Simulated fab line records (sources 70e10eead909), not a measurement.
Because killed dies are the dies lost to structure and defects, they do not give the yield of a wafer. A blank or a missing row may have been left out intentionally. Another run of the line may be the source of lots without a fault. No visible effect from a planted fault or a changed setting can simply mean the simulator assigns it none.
What tool caused it?	flow nandHarc	24 lots, 72 wafers sampled, at 6 steps of a route of 1159

## WHAT THE GAUGES SHOWED, per wafer
Not one reading of a measure or inspect step in the record can be checked against a usual standard deviation.

## WHAT TOOL EACH LOT RAN ON (gives the tool, then ch and the chambers of the sampled wafers, and finally the start)
lot	NHARC_A_SGD_CUT_ETCHBACK_24	NHARC_A_CONTACT_DEP_29	NHARC_A_BLC_ETCH_18	NHARC_A_BLC_ALD_23	NHARC_A_M1_ETCH_28	NHARC_A_M1_ANNEAL_31
L075	rieDiel-07 ch 0,1, day 14 05:38	pecvd-04 ch 0,2, day 16 06:00	rieDiel-12 ch 0,1,3, day 17 14:48 or earlier	aldMetal-03 ch 0,1,2, day 17 14:48	rieDiel-13 ch 0,1,2, day 17 22:47 or earlier	rtpAnneal-02 ch 0, day 17 22:47
L074	rieDiel-12 ch 0,1,3, day 14 05:40	pecvd-01 ch 1,2, day 16 06:20	rieDiel-12 ch 0,1, day 17 08:51	aldMetal-04 ch 2,3, day 17 10:05	rieDiel-02 ch 1,2, day 17 20:30 or earlier	rtpAnneal-02 ch 0, day 17 20:30
L076	rieDiel-03 ch 0,1,3, day 14 05:48	pecvd-03 ch 0,1,2, day 16 08:52	rieDiel-12 ch 1,3, day 17 14:03 or earlier	aldMetal-02 ch 1,2, day 17 14:03	rieDiel-10 ch 1,3, day 17 22:23 or earlier	rtpAnneal-01 ch 0, day 17 22:23
L077	rieDiel-03 ch 1,2, day 14 19:47	pecvd-01 ch 0,2, day 16 19:14	rieDiel-12 ch 0,1,3, day 17 17:22 or earlier	aldMetal-02 ch 0,3, day 17 17:22	rieDiel-10 ch 0,2, day 18 01:32 or earlier	rtpAnneal-02 ch 0, day 18 01:32
L079	rieDiel-12 ch 0,2,3, day 14 19:47	pecvd-03 ch 1,2, day 17 00:10	rieDiel-12 ch 0,2,3, day 17 23:26 or earlier	aldMetal-03 ch 0,3, day 17 23:26	rieDiel-02 ch 0,1,2, day 18 07:25 or earlier	rtpAnneal-02 ch 0, day 18 07:25
L078	rieDiel-07 ch 0,1,3, day 15 02:48	pecvd-03 ch 0,2, day 17 05:08	rieDiel-03 ch 1,2,3, day 18 05:37 or earlier	aldMetal-02 ch 0,1,2, day 18 05:37	rieDiel-13 ch 0,1,3, day 18 19:00 or earlier	rtpAnneal-01 ch 0, day 18 19:00
L080	rieDiel-03 ch 2,3, day 15 12:14	pecvd-01 ch 0,1, day 17 10:17	rieDiel-05 ch 0,1,2, day 18 15:08 or earlier	aldMetal-03 ch 1,2,3, day 18 15:08	rieDiel-13 ch 1,2,3, day 18 23:56 or earlier	rtpAnneal-02 ch 0, day 18 23:56
L081	rieDiel-03 ch 0,1,2, day 15 20:22	pecvd-01 ch 0,1,2, day 17 21:44	rieDiel-12 ch 1,3, day 19 00:59 or earlier	aldMetal-04 ch 1,2, day 19 00:59	rieDiel-13 ch 0,2,3, day 19 10:34 or earlier	rtpAnneal-01 ch 0, day 19 10:34
L082	rieDiel-03 ch 2,3, day 16 06:28	pecvd-03 ch 0,1,2, day 18 11:26	rieDiel-03 ch 1,2,3, day 19 15:08 or earlier	aldMetal-02 ch 0,3, day 19 15:08	rieDiel-02 ch 0,2,3, day 20 00:30 or earlier	rtpAnneal-02 ch 0, day 20 00:30
L083	rieDiel-07 ch 0,2,3, day 16 06:30	pecvd-03 ch 0,2, day 18 16:45	rieDiel-12 ch 2,3, day 19 18:44 or earlier	aldMetal-02 ch 1,2,3, day 19 18:44	rieDiel-10 ch 0,3, day 20 06:14 or earlier	rtpAnneal-02 ch 0, day 20 06:14
L084	rieDiel-12 ch 0,1,2, day 16 06:31	pecvd-03 ch 0,2, day 18 14:44	rieDiel-03 ch 0,1,2, day 19 18:24 or earlier	aldMetal-04 ch 1,2,3, day 19 18:24	rieDiel-02 ch 0,2,3, day 20 05:43 or earlier	rtpAnneal-01 ch 0, day 20 05:43
L086	rieDiel-12 ch 0,1, day 17 04:41	pecvd-03 ch 0,1, day 19 06:16	rieDiel-03 ch 2,3, day 20 05:26 or earlier	aldMetal-03 ch 0,1,2, day 20 05:26	rieDiel-02 ch 0,2,3, day 20 13:36 or earlier	rtpAnneal-01 ch 0, day 20 13:36
L087	rieDiel-03 ch 0,1,3, day 17 04:41	pecvd-04 ch 0,1,2, day 19 01:22	rieDiel-12 ch 0,3, day 20 03:00 or earlier	aldMetal-04 ch 0,1,3, day 20 03:00	rieDiel-13 ch 0,2,3, day 20 11:12 or earlier	rtpAnneal-02 ch 0, day 20 11:12
L088	rieDiel-07 ch 0,1,2, day 17 04:41	pecvd-01 ch 1,2, day 19 01:17	rieDiel-03 ch 1,2, day 20 02:15 or earlier	aldMetal-02 ch 0,3, day 20 02:15	rieDiel-02 ch 0,3, day 20 10:29 or earlier	rtpAnneal-01 ch 0, day 20 10:29
L085	rieDiel-12 ch 0,1,3, day 17 14:34	pecvd-03 ch 0,1,2, day 19 15:49	rieDiel-12 ch 0,1,3, day 20 16:14 or earlier	aldMetal-03 ch 0,1,2, day 20 16:14	rieDiel-10 ch 1,2,3, day 21 00:38 or earlier	rtpAnneal-02 ch 0, day 21 00:38
L089	rieDiel-07 ch 2,3, day 17 14:37	pecvd-01 ch 0,1, day 19 15:43	rieDiel-03 ch 2,3, day 20 15:56 or earlier	aldMetal-04 ch 0,2,3, day 20 15:56	rieDiel-10 ch 1,2,3, day 21 00:35 or earlier	rtpAnneal-01 ch 0, day 21 00:35
L090	rieDiel-12 ch 0,2,3, day 18 02:50	pecvd-03 ch 0,2, day 20 03:41	rieDiel-12 ch 0,1, day 21 14:47 or earlier	aldMetal-04 ch 1,2,3, day 21 14:47	rieDiel-13 ch 1,2,3, day 21 22:53 or earlier	rtpAnneal-02 ch 0, day 21 22:53
L091	rieDiel-03 ch 0,1,2, day 18 02:50	pecvd-03 ch 0,2, day 20 01:56	rieDiel-12 ch 1,2, day 20 23:49 or earlier	aldMetal-02 ch 1,2,3, day 20 23:49	rieDiel-13 ch 0,3, day 21 18:34 or earlier	rtpAnneal-02 ch 0, day 21 18:34
L093	rieDiel-03 ch 1,2,3, day 18 18:41	pecvd-01 ch 0,1,2, day 20 15:51	rieDiel-12 ch 1,2,3, day 21 22:40 or earlier	aldMetal-02 ch 0,1, day 21 22:40	rieDiel-13 ch 0,2,3, day 22 09:28 or earlier	rtpAnneal-01 ch 0, day 22 09:28
L092	rieDiel-12 ch 0,1, day 18 18:51	pecvd-04 ch 0,2, day 20 16:34	rieDiel-03 ch 2,3, day 21 23:26 or earlier	aldMetal-04 ch 0,3, day 21 23:26	rieDiel-13 ch 1,2,3, day 22 10:15 or earlier	rtpAnneal-02 ch 0, day 22 10:15
L094	rieDiel-07 ch 2,3, day 19 02:19	pecvd-01 ch 0,1,2, day 21 07:09	rieDiel-12 ch 0,1, day 22 07:17 or earlier	aldMetal-03 ch 0,1, day 22 07:17	rieDiel-10 ch 1,3, day 22 16:02 or earlier	rtpAnneal-02 ch 0, day 22 16:02
L097	rieDiel-12 ch 0,3, day 19 22:47	pecvd-04 ch 0,1, day 21 21:47	rieDiel-03 ch 0,2,3, day 22 21:55 or earlier	aldMetal-04 ch 1,3, day 22 21:55	rieDiel-02 ch 1,2,3, day 23 09:05 or earlier	rtpAnneal-02 ch 0, day 23 09:05
L095	rieDiel-03 ch 1,2, day 20 07:02	pecvd-03 ch 0,1,2, day 22 12:43	rieDiel-03 ch 0,1,3, day 23 16:49 or earlier	aldMetal-03 ch 0,1,3, day 23 16:49	rieDiel-10 ch 0,2,3, day 24 02:02 or earlier	rtpAnneal-02 ch 0, day 24 02:02
L096	rieDiel-12 ch 0,3, day 20 07:11	pecvd-03 ch 0,2, day 22 16:43	rieDiel-12 ch 0,2, day 23 21:37 or earlier	aldMetal-04 ch 0,2,3, day 23 21:37	rieDiel-10 ch 0,1,2, day 24 09:43 or earlier	rtpAnneal-01 ch 0, day 24 09:43
- NHARC_A_SGD_CUT_ETCHBACK_24: etches the open film in CH3F/O2, target depth 50 nm, time 92.857 s.
- NHARC_A_CONTACT_DEP_29: deposits SiON, target thk 70 nm.
- NHARC_A_BLC_ETCH_18: etches the open film in C4F8/O2/Ar, target depth 910 nm.
- NHARC_A_BLC_ALD_23: deposits TiN, target thk 3 nm, pulse time 1 s, ald cycles 150.
- NHARC_A_M1_ETCH_28: etches the open film in CF4/N2, target depth 30 nm, time 72.99 s.
- NHARC_A_M1_ANNEAL_31: time 90 s.

## WHAT THE TOOLS THEMSELVES READ (means of the sampled wafers that have a number; where no wafer has one, the mark that the record gives instead)
NHARC_A_SGD_CUT_ETCHBACK_24.
lot	tool	drypumpMotorCurrentA (A)	oesProductAu (a.u.)	rfVppV (V)	showerheadPlenumPTorr (Torr)	throttleValvePct (%)
L075	rieDiel-07	5.6	0.93	243.2	2.38	20.655
L074	rieDiel-12	5.3	1.00	242.8	2.35	20.659
L076	rieDiel-03	5.5	1.00	243.7	2.41	20.663
L077	rieDiel-03	5.7	0.92	244.2	2.42	20.659
L079	rieDiel-12	5.6	1.00	244.7	2.42	20.659
L078	rieDiel-07	5.9	0.93	242.9	2.39	20.665
L080	rieDiel-03	5.9	0.98	246.0	2.55	20.662
L081	rieDiel-03	5.7	0.92	244.1	2.39	20.667
L082	rieDiel-03	6.1	0.99	245.3	2.53	20.668
L083	rieDiel-07	6.2	1.00	244.1	2.43	20.661
L084	rieDiel-12	5.7	0.99	243.9	2.42	20.662
L086	rieDiel-12	5.3	1.00	243.1	2.35	20.667
L087	rieDiel-03	5.5	0.91	243.3	2.41	20.663
L088	rieDiel-07	5.9	1.00	243.3	2.42	20.663
L085	rieDiel-12	5.3	1.01	243.0	2.35	20.662
L089	rieDiel-07	6.6	0.93	242.5	2.37	20.665
L090	rieDiel-12	5.6	0.92	243.8	2.42	20.669
L091	rieDiel-03	5.7	0.92	243.3	2.39	20.660
L093	rieDiel-03	5.8	0.93	244.5	2.48	20.659
L092	rieDiel-12	5.4	1.01	242.8	2.35	20.654
L094	rieDiel-07	6.6	0.93	242.4	2.37	20.673
L097	rieDiel-12	5.5	0.99	242.4	2.33	20.667
L095	rieDiel-03	5.7	1.00	243.9	2.41	20.659
L096	rieDiel-12	5.5	0.98	241.8	2.33	20.659

NHARC_A_CONTACT_DEP_29.
lot	tool	heaterPowerW (W)
L075	pecvd-04	771
L074	pecvd-01	849
L076	pecvd-03	785
L077	pecvd-01	825
L079	pecvd-03	844
L078	pecvd-03	703
L080	pecvd-01	922
L081	pecvd-01	810
L082	pecvd-03	793
L083	pecvd-03	792
L084	pecvd-03	762
L086	pecvd-03	802
L087	pecvd-04	684
L088	pecvd-01	785
L085	pecvd-03	780
L089	pecvd-01	835
L090	pecvd-03	740
L091	pecvd-03	771
L093	pecvd-01	810
L092	pecvd-04	737
L094	pecvd-01	749
L097	pecvd-04	744
L095	pecvd-03	792
L096	pecvd-03	795

NHARC_A_BLC_ETCH_18.
lot	tool	oesProductAu (a.u.)	rfVppV (V)
L075	rieDiel-12	0.950	973
L074	rieDiel-12	1.004	970
L076	rieDiel-12	0.958	974
L077	rieDiel-12	0.958	972
L079	rieDiel-12	0.963	976
L078	rieDiel-03	0.966	979
L080	rieDiel-05	0.965	972
L081	rieDiel-12	0.974	972
L082	rieDiel-03	0.969	980
L083	rieDiel-12	0.969	981
L084	rieDiel-03	0.958	974
L086	rieDiel-03	0.962	983
L087	rieDiel-12	0.943	971
L088	rieDiel-03	0.939	976
L085	rieDiel-12	0.925	971
L089	rieDiel-03	0.950	982
L090	rieDiel-12	0.927	970
L091	rieDiel-12	0.984	977
L093	rieDiel-12	0.925	977
L092	rieDiel-03	0.916	983
L094	rieDiel-12	0.989	973
L097	rieDiel-03	0.921	978
L095	rieDiel-03	0.925	975
L096	rieDiel-12	0.916	975

NHARC_A_BLC_ALD_23.
lot	tool	heaterPowerW (W)	precursorPulseHeightRel
L075	aldMetal-03	1048	0.989
L074	aldMetal-04	1136	0.995
L076	aldMetal-02	1264	1.007
L077	aldMetal-02	1107	0.996
L079	aldMetal-03	1002	0.995
L078	aldMetal-02	1213	1.016
L080	aldMetal-03	1047	0.998
L081	aldMetal-04	1082	1.004
L082	aldMetal-02	1096	0.984
L083	aldMetal-02	1278	1.022
L084	aldMetal-04	1104	0.986
L086	aldMetal-03	1024	1.009
L087	aldMetal-04	1086	0.997
L088	aldMetal-02	1113	1.005
L085	aldMetal-03	1027	0.994
L089	aldMetal-04	1082	1.014
L090	aldMetal-04	1109	1.004
L091	aldMetal-02	1273	1.011
L093	aldMetal-02	1206	0.992
L092	aldMetal-04	1077	1.003
L094	aldMetal-03	1003	1.004
L097	aldMetal-04	1100	0.998
L095	aldMetal-03	1023	0.985
L096	aldMetal-04	1098	0.997

NHARC_A_M1_ETCH_28.
lot	tool	drypumpMotorCurrentA (A)	oesProductAu (a.u.)	rfVppV (V)	showerheadPlenumPTorr (Torr)	throttleValvePct (%)
L075	rieDiel-13	5.5	0.995	314.5	2.65	19.788
L074	rieDiel-02	6.0	0.992	312.8	2.56	19.790
L076	rieDiel-10	6.1	1.000	316.3	2.70	19.789
L077	rieDiel-10	6.1	0.991	312.9	2.59	19.797
L079	rieDiel-02	5.8	1.001	314.5	2.64	19.793
L078	rieDiel-13	5.6	1.002	314.0	2.69	19.802
L080	rieDiel-13	5.6	1.010	314.2	2.59	19.791
L081	rieDiel-13	5.4	0.996	314.0	2.64	19.791
L082	rieDiel-02	5.7	1.009	315.5	2.74	19.793
L083	rieDiel-10	6.2	0.996	313.6	2.63	19.796
L084	rieDiel-02	5.7	1.007	316.2	2.74	19.794
L086	rieDiel-02	5.7	1.010	316.0	2.74	19.792
L087	rieDiel-13	5.3	1.000	314.6	2.64	19.799
L088	rieDiel-02	5.8	1.011	316.2	2.73	19.791
L085	rieDiel-10	6.0	0.987	314.7	2.65	19.804
L089	rieDiel-10	6.0	0.998	315.2	2.65	19.798
L090	rieDiel-13	5.6	1.000	312.9	2.59	19.800
L091	rieDiel-13	5.4	1.004	315.6	2.74	19.794
L093	rieDiel-13	5.4	0.999	314.4	2.64	19.795
L092	rieDiel-13	5.6	1.007	313.2	2.58	19.794
L094	rieDiel-10	5.9	0.996	316.9	2.76	19.788
L097	rieDiel-02	5.9	0.996	313.4	2.66	19.795
L095	rieDiel-10	6.1	0.988	314.2	2.59	19.792
L096	rieDiel-10	6.0	0.999	315.0	2.66	19.798

NHARC_A_M1_ANNEAL_31.
lot	tool	wafer_temp_C_max
L075	rtpAnneal-02	225.67
L074	rtpAnneal-02	225.42
L076	rtpAnneal-01	226.07
L077	rtpAnneal-02	225.44
L079	rtpAnneal-02	225.54
L078	rtpAnneal-01	226.04
L080	rtpAnneal-02	225.61
L081	rtpAnneal-01	226.16
L082	rtpAnneal-02	225.53
L083	rtpAnneal-02	225.68
L084	rtpAnneal-01	225.91
L086	rtpAnneal-01	225.86
L087	rtpAnneal-02	225.72
L088	rtpAnneal-01	226.02
L085	rtpAnneal-02	225.65
L089	rtpAnneal-01	225.71
L090	rtpAnneal-02	225.53
L091	rtpAnneal-02	225.40
L093	rtpAnneal-01	226.12
L092	rtpAnneal-02	225.64
L094	rtpAnneal-02	225.60
L097	rtpAnneal-02	225.52
L095	rtpAnneal-02	225.47
L096	rtpAnneal-01	225.99

## THE ANSWER, worked out from the rows above alone
Rule: the usual values come from the lots themselves. The widest of any qualifying gaps counts: lots, ordered by their means at a reading, are off when they make up no more than a third of the lots, leave a main group of 4 or more, and stand apart from it by 3 or more times the standard deviation of that group's means. Not used: any main group whose means are identical at the precision the tables above print for the reading. A lot without any number at a reading at which 4 lots or more have one is off too. The other lots that the step has rows for count as sound. The gauges are gone through in route order, then the tools' own readings, and for those a lot's mean is taken as printed above. At the first step where some lot is off, the reading lying furthest off is the one used; lots without a number count as furthest.
Across all readings shown, no lot is off: no conclusion can be drawn from this.

## WHAT THE SIMULATOR HAD PUT IN
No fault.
